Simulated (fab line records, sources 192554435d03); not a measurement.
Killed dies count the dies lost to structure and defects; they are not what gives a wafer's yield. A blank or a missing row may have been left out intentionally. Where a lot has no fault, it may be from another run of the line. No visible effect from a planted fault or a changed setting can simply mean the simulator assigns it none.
Matching of chambers :: flow n5_finfet :: N5_BEOL_M3_ETCH_74 on rie_diel-03 has 4 sister chambers
The step etches underlayer in N2/H2, target depth 6.5 nm, time 5.2 s. 20 wafers are shown with their chamber, then 10 later ones without.

WAFERS, EACH WITH ITS CHAMBER
wafer: L074.1
chamber: 2
drypump_motor_current_A (A): 5.3
throttle_valve_pct (%): 18.05
showerhead_plenum_p_Torr (Torr): 2.40

wafer: L074.3
chamber: 0
drypump_motor_current_A (A): 4.7
throttle_valve_pct (%): 17.53
showerhead_plenum_p_Torr (Torr): 2.49

wafer: L074.5
chamber: 2
drypump_motor_current_A (A): 5.3
throttle_valve_pct (%): 18.03
showerhead_plenum_p_Torr (Torr): 2.40

wafer: L080.1
chamber: 1
drypump_motor_current_A (A): 6.0
throttle_valve_pct (%): 18.09
showerhead_plenum_p_Torr (Torr): 2.62

wafer: L080.3
chamber: 3
drypump_motor_current_A (A): 5.5
throttle_valve_pct (%): 17.62
showerhead_plenum_p_Torr (Torr): 2.71

wafer: L080.5
chamber: 1
drypump_motor_current_A (A): 6.0
throttle_valve_pct (%): 18.11
showerhead_plenum_p_Torr (Torr): 2.62

wafer: L086.2
chamber: 2
drypump_motor_current_A (A): 5.3
throttle_valve_pct (%): 18.10
showerhead_plenum_p_Torr (Torr): 2.40

wafer: L086.3
chamber: 1
drypump_motor_current_A (A): 6.0
throttle_valve_pct (%): 18.11
showerhead_plenum_p_Torr (Torr): 2.61

wafer: L086.4
chamber: 0
drypump_motor_current_A (A): 4.8
throttle_valve_pct (%): 17.59
showerhead_plenum_p_Torr (Torr): 2.48

wafer: L088.1
chamber: 0
drypump_motor_current_A (A): 4.8
throttle_valve_pct (%): 17.59
showerhead_plenum_p_Torr (Torr): 2.48

wafer: L088.2
chamber: 1
drypump_motor_current_A (A): 6.0
throttle_valve_pct (%): 18.08
showerhead_plenum_p_Torr (Torr): 2.61

wafer: L088.4
chamber: 3
drypump_motor_current_A (A): 5.5
throttle_valve_pct (%): 17.65
showerhead_plenum_p_Torr (Torr): 2.71

wafer: L089.1
chamber: 2
drypump_motor_current_A (A): 5.3
throttle_valve_pct (%): 17.73
showerhead_plenum_p_Torr (Torr): 2.71

wafer: L089.2
chamber: 1
drypump_motor_current_A (A): 6.0
throttle_valve_pct (%): 18.12
showerhead_plenum_p_Torr (Torr): 2.61

wafer: L089.3
chamber: 3
drypump_motor_current_A (A): 5.5
throttle_valve_pct (%): 17.65
showerhead_plenum_p_Torr (Torr): 2.70

wafer: L089.4
chamber: 0
drypump_motor_current_A (A): 4.8
throttle_valve_pct (%): 17.64
showerhead_plenum_p_Torr (Torr): 2.48

wafer: L089.5
chamber: 1
drypump_motor_current_A (A): 6.0
throttle_valve_pct (%): 18.12
showerhead_plenum_p_Torr (Torr): 2.61

wafer: L089.6
chamber: 2
drypump_motor_current_A (A): 5.3
throttle_valve_pct (%): 17.70
showerhead_plenum_p_Torr (Torr): 2.71

wafer: L090.2
chamber: 0
drypump_motor_current_A (A): 4.8
throttle_valve_pct (%): 17.61
showerhead_plenum_p_Torr (Torr): 2.47

wafer: L090.3
chamber: 3
drypump_motor_current_A (A): 5.5
throttle_valve_pct (%): 17.66
showerhead_plenum_p_Torr (Torr): 2.70

SIGNATURES (averages over the wafers above)
reading: drypump_motor_current_A
chamber 0: 4.780
chamber 1: 6.000
chamber 2: 5.300
chamber 3: 5.500
scatter within a chamber: 0.0224

reading: throttle_valve_pct
chamber 0: 17.5920
chamber 1: 18.1050
chamber 2: 17.9220
chamber 3: 17.6450
scatter within a chamber: 0.0983

reading: showerhead_plenum_p_Torr
chamber 0: 2.4800
chamber 1: 2.6133
chamber 2: 2.5240
chamber 3: 2.7050
scatter within a chamber: 0.0851
Rule: a wafer lies at a distance from a chamber equal to the root of the sum of squares, over the readings, of (its reading less the chamber's mean, divided by the reading's scatter). The wafer belongs to the nearest chamber; if the next one is less than 2 further off, it can't be placed. The scatter: the root of (the sum of the squares of (reading less its chamber's mean) over the shown wafers, divided by (wafers less chambers)).

WAFERS WHOSE CHAMBER IS MISSING
wafer: L090.6
drypump_motor_current_A (A): 5.3
throttle_valve_pct (%): 17.73
showerhead_plenum_p_Torr (Torr): 2.71

wafer: L092.1
drypump_motor_current_A (A): 5.5
throttle_valve_pct (%): 17.67
showerhead_plenum_p_Torr (Torr): 2.70

wafer: L092.2
drypump_motor_current_A (A): 4.7
throttle_valve_pct (%): 17.62
showerhead_plenum_p_Torr (Torr): 2.47

wafer: L092.6
drypump_motor_current_A (A): 4.8
throttle_valve_pct (%): 17.65
showerhead_plenum_p_Torr (Torr): 2.47

wafer: L091.1
drypump_motor_current_A (A): 5.5
throttle_valve_pct (%): 17.68
showerhead_plenum_p_Torr (Torr): 2.70

wafer: L091.3
drypump_motor_current_A (A): 5.3
throttle_valve_pct (%): 17.75
showerhead_plenum_p_Torr (Torr): 2.70

wafer: L091.6
drypump_motor_current_A (A): 5.5
throttle_valve_pct (%): 17.71
showerhead_plenum_p_Torr (Torr): 2.70

wafer: L095.4
drypump_motor_current_A (A): 6.0
throttle_valve_pct (%): 17.70
showerhead_plenum_p_Torr (Torr): 2.60

wafer: L095.5
drypump_motor_current_A (A): 5.5
throttle_valve_pct (%): 17.67
showerhead_plenum_p_Torr (Torr): 2.70

wafer: L095.6
drypump_motor_current_A (A): 4.7
throttle_valve_pct (%): 17.61
showerhead_plenum_p_Torr (Torr): 2.47

WHICH CHAMBER EACH ONE RAN IN
wafer: L090.6
from the rows above: 2
in truth: 2

wafer: L092.1
from the rows above: 3
in truth: 3

wafer: L092.2
from the rows above: 0
in truth: 0

wafer: L092.6
from the rows above: 0
in truth: 0

wafer: L091.1
from the rows above: 3
in truth: 3

wafer: L091.3
from the rows above: 2
in truth: 2

wafer: L091.6
from the rows above: 3
in truth: 3

wafer: L095.4
from the rows above: 1
in truth: 1

wafer: L095.5
from the rows above: 3
in truth: 3

wafer: L095.6
from the rows above: 0
in truth: 0
Correct placement for 10 of the 10. Left unplaced by these rows: 0. 0 placed wrongly.
